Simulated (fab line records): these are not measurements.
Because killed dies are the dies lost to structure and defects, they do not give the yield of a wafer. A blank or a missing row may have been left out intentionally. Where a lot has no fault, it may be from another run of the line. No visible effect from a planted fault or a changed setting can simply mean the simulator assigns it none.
The tool behind it: which one?	flow nand-harc	7 lots with 21 wafers sampled at 2 steps, on a route of 1302 steps

WHAT THE GAUGES SHOWED, per wafer
NHARC_A_ONON_D1_THK_MEAS_14: measures by ellipsometry.
lot	measured	on	thk-nm (nm)
L101	day 8 19:14	film-metro-02	998 998 998
L103	day 9 14:31	film-metro-02	1014 1015 1014
L107	day 11 07:52	film-metro-02	284 284 283
L115	day 14 17:16	film-metro-01	1002 1001 1003
L117	day 15 07:40	film-metro-02	991 995 994
L119	day 16 04:29	film-metro-01	1013 1013 1013
L121	day 17 02:16	film-metro-01	1006 1008 1007

WHAT TOOL EACH LOT RAN ON (gives the tool, then ch and the chambers of the sampled wafers, and finally the start)
lot	NHARC_A_ONON_D1_DEP_12
L101	pecvd-onon-03 ch 0, day 8 18:51
L103	pecvd-onon-04 ch 0, day 9 14:03
L107	pecvd-onon-02 ch 0, day 11 07:22
L115	pecvd-onon-03 ch 0, day 14 16:45
L117	pecvd-onon-02 ch 0, day 15 07:10
L119	pecvd-onon-03 ch 0, day 16 03:59
L121	pecvd-onon-03 ch 0, day 17 01:49
- NHARC_A_ONON_D1_DEP_12: target thk 1000 nm.

THE ANSWER, worked out from the rows above alone
Rule: usual is defined by the lots themselves. Put in order of their means at a reading, lots are off if they are a third of the lots or fewer, leave a main group of 4 or more, and stand apart from it by a gap of 3 or more times the standard deviation of the main group's means; of several such gaps the widest counts. Not used: any main group whose means are identical at the precision the tables above print for the reading. Also off: a lot with no number at a reading for which 4 or more lots have one. Any other lot the step has rows for is counted as sound.
Off: L107 (NHARC_A_ONON_D1_THK_MEAS_14, thk-nm). The main group: mean 1005 nm, standard deviation 7.6.
If a tool, at a process step before that reading, ran all the lots that are off and no sound lot after the first of them, it fits. Gauges at NHARC_A_ONON_D1_THK_MEAS_14: tried the same way as those tools. No candidate that was tried fits.

WHAT THE SIMULATOR PUT IN
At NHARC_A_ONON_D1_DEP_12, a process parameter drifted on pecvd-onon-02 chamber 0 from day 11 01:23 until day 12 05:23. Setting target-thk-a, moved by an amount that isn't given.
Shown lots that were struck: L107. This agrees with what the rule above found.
